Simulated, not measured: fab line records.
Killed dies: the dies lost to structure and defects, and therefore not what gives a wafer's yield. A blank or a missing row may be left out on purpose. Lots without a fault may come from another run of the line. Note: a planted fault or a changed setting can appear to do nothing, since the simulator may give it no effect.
Matching of chambers	flow n5-finfet	3 sister chambers for N5_BEOL_M7_ILD_DEP_00 on pecvd-02
The step deposits SiCOH lowk from DEMS/porogen, target thk 179.75 nm, time 33.4 s. 6 wafers are shown with their chamber, then 8 later ones without.

== WAFERS, EACH WITH ITS CHAMBER ==
wafer	chamber	throttle-valve-pct (%)	heater-power-w (W)
L086.1	0	15.3	444
L087.3	0	15.4	422
L089.1	1	15.0	247
L089.4	1	14.9	251
L089.6	2	13.1	228
L092.2	2	12.8	234

== WAFERS WITH NO CHAMBER GIVEN ==
wafer	throttle-valve-pct (%)	heater-power-w (W)
L092.4	14.8	240
L092.5	15.2	419
L094.1	12.9	234
L094.3	15.4	371
L094.4	15.6	373
L095.2	12.8	249
L095.4	14.7	306
L095.5	13.2	242

== WHICH CHAMBER EACH ONE RAN IN ==
wafer	from the rows above	in truth
L092.4	1	1
L092.5	0	0
L094.1	2	2
L094.3	0	0
L094.4	0	0
L095.2	2	2
L095.4	1	1
L095.5	2	2
8 of 8 placed correctly. Left unplaced by these rows: 0. 0 placed wrongly.
How it was worked out, from the rows above alone: a wafer's distance from a chamber is the root of the sum, over the readings, of the square of ((its reading less the chamber's mean) divided by the reading's scatter). The wafer belongs to the nearest chamber; if the next one is less than 2 further off, it can't be placed. Each chamber's mean is taken over the wafers shown for it. The scatter is the square root of a quotient: the sum, over the shown wafers, of each reading's squared deviation from its chamber's mean, divided by wafers minus chambers.
